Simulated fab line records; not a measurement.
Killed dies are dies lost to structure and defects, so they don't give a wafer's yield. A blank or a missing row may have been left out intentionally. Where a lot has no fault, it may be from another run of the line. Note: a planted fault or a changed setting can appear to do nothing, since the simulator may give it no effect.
Matching of chambers	flow n5_finfet	N5_BEOL_M1_ILD_DEP_00 on pecvd-01: 3 sister chambers
The step deposits SiOC from DEMS/O2, target thk 79 nm, time 15.3 s. 3 wafers are shown with their chamber, then 11 later ones without.

WAFERS WITH THEIR CHAMBER
wafer	chamber	throttle_valve_pct (%)
L086.2	1	13.3
L086.6	2	11.7
L085.3	0	13.2

WAFERS WHOSE CHAMBER IS MISSING
wafer	throttle_valve_pct (%)
L085.4	13.0
L085.6	11.5
L091.1	11.9
L091.2	13.5
L091.4	13.4
L094.1	11.7
L094.3	13.5
L094.4	11.9
L096.1	13.8
L096.5	11.9
L096.6	13.7

WHICH CHAMBER EACH ONE RAN IN
wafer	from the rows above	in truth
L085.4	can't be placed: 0 or 1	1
L085.6	2	2
L091.1	2	2
L091.2	can't be placed: 1 or 0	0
L091.4	can't be placed: 1 or 0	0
L094.1	2	2
L094.3	can't be placed: 1 or 0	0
L094.4	2	2
L096.1	can't be placed: 1 or 0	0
L096.5	2	2
L096.6	can't be placed: 1 or 0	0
Correctly placed: 5 of 11. Can't be placed from these rows: 6 (the true chamber is among the candidates in 6). Placed wrongly: 0.
How it was worked out, from the rows above alone: a wafer's distance from a chamber is the root of the sum, over the readings, of the square of ((its reading less the chamber's mean) divided by the reading's scatter). If the next closest chamber is less than 2 further off than the closest, the wafer can't be placed; otherwise it belongs to the closest. A chamber's mean is the mean of its shown wafers. The scatter: root of mean squared gap, hidden wafer to nearest shown wafer, with one shown wafer a chamber.
